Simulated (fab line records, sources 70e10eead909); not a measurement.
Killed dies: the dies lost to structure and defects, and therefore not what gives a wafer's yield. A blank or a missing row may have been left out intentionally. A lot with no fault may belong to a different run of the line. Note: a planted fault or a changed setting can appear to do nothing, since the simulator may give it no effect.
A single fault, viewed from 2 desks | flow nand harc | what lay behind the numbers comes last; until then each desk has only its own

## THE DEFECT DESK
Counts from the inspections along the route, per lot, as means over the sampled wafers that have a number. The brackets show how far a lot's mean lies from the usual mean; more than 4 standard deviations puts the lot out of limits, marked OUT.
Columns: A = raw defect count at NHARC_A_WL_FILL_INSPECT_15, usual 479
lot  | first seen here | A
L853 | day 22 09:27    | 644
L857 | day 23 15:58    | 2611 (+16) OUT
L858 | day 23 22:11    | 2456 (+15) OUT
L866 | day 26 03:49    | 341
L867 | day 27 11:45    | 474
L868 | day 27 11:46    | 377
L870 | day 28 16:14    | 565
L869 | day 28 16:23    | 388
L872 | day 29 05:17    | 465
L871 | day 29 05:28    | 500
L873 | day 29 14:02    | 625
This desk's verdict: out of limits on L857, L858, starting with L857 at day 23 15:58 (raw defect count at NHARC_A_WL_FILL_INSPECT_15). L853, L866, L867, L868, L870, L869, L872, L871, L873 stayed within limits.

## FOR THE TOOL OWNER'S DESK: cmp-03
The tool's own readings at NHARC_A_WL_FILL_CMP_12 (polishes, t overpolish 30 s, target thk 100 nm): means of the sampled wafers that have a number, for each lot that ran on this tool. The brackets show how far a lot's mean lies from the usual mean; more than 4 standard deviations puts the lot out of limits, marked OUT.
Columns: A = edge zone pressure frac at NHARC_A_WL_FILL_CMP_12, usual 1.000; B = motor current A at NHARC_A_WL_FILL_CMP_12, usual 11.6 A; C = overpolish run s at NHARC_A_WL_FILL_CMP_12, usual 29.998 s; D = time to endpoint s at NHARC_A_WL_FILL_CMP_12, usual 20.1 s
lot  | first seen here | A     | B    | C      | D
L866 | day 26 03:23    | 1.003 | 11.3 | 29.999 | 20.8
L870 | day 28 15:47    | 0.998 | 11.5 | 29.994 | 21.6
Finding of this desk: none of the 2 lots has anything out of limits.

## ALL TOGETHER
The defect desk could have raised an alarm at day 23 15:58, on L857, L858.
The tool owner's desk saw nothing out of limits.
The tool owner's desk has no number on record for L857, L858.
Every lot named ran NHARC_A_WL_FILL_CMP_12 on cmp-03.

## WHAT THE SIMULATOR HAD INSERTED
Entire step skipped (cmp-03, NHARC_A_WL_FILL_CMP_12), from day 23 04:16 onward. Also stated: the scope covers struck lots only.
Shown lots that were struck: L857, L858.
Hours from the fault's start to each desk's first reading out of limits: the defect desk, 12.
